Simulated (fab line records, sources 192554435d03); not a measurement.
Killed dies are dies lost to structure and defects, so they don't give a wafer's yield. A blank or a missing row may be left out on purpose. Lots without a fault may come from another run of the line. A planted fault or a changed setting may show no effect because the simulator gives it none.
One fault seen from 2 desks | flow n5_finfet | each desk has only its own numbers; what lay behind them comes last

THE DEFECT DESK
What the inspections along the route counted, lot by lot: means of the sampled wafers that have a number. A lot is out of limits, marked OUT, if its mean lies more than 4 standard deviations from the usual mean; the brackets give that distance.
Columns: A = raw_defect_count at N5_ZERO_LAYER_INSPECT_20, usual 34
lot  | first seen here | A
L431 | day 1 20:05     | 20
L432 | day 2 01:23     | 50
L434 | day 2 13:17     | 24
L437 | day 3 07:28     | 23
L438 | day 3 13:24     | 26
L439 | day 3 19:15     | 46
L440 | day 4 01:17     | 44
L442 | day 4 13:24     | 30
L443 | day 4 19:17     | 33
L444 | day 5 01:17     | 20
L445 | day 5 07:26     | 36
L453 | day 7 07:26     | 29
This desk's finding: nothing out of limits on any of the 12 lots.

THE TOOL OWNER'S DESK: implanter-02
The tool's own readings at N5_WELL_APT_IMPLANT_15: means of the sampled wafers that have a number, for each lot that ran on this tool. A lot is out of limits, marked OUT, if its mean lies more than 4 standard deviations from the usual mean; the brackets give that distance.
Columns: A = dose_ions_cm2 at N5_WELL_APT_IMPLANT_15, usual 1.5005e+13; B = faraday_current_uA at N5_WELL_APT_IMPLANT_15, usual 190
lot  | first seen here | A                            | B
L431 | day 1 20:54     | 1.5022e+13                   | 188
L434 | day 2 15:35     | 1.5037e+13                   | 190
L438 | day 3 14:29     | 1.5015e+13                   | 187
L439 | day 3 20:10     | 1.5015e+13                   | 192
L440 | day 4 02:01     | 1.5005e+13                   | 195
L442 | day 4 14:06     | 1.4987e+13                   | 192
L443 | day 4 20:05     | 1.2745e+13 (-99 or more) OUT | 161 (-7.6) OUT
L444 | day 5 02:08     | 1.2735e+13 (-99 or more) OUT | 158 (-8.3) OUT
This desk's finding: out of limits on L443, L444; first on L443, day 4 20:05 (dose_ions_cm2 at N5_WELL_APT_IMPLANT_15). In limits: L431, L434, L438, L439, L440, L442.

PUT TOGETHER
The tool owner's desk could have raised an alarm at day 4 20:05, on L443, L444.
The defect desk saw nothing out of limits.
The defect desk has L443, L444 on record, within its limits.
Of the lots named, all ran N5_WELL_APT_IMPLANT_15 on implanter-02.

WHAT THE SIMULATOR HAD PUT IN
Process parameter drift: implanter-02, from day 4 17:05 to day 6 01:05, at N5_WELL_APT_IMPLANT_15. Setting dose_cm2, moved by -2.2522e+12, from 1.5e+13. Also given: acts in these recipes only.
Lots struck among those shown: L443, L444.
Hours from the fault's start to each desk's first reading out of limits: the tool owner's desk, 3.
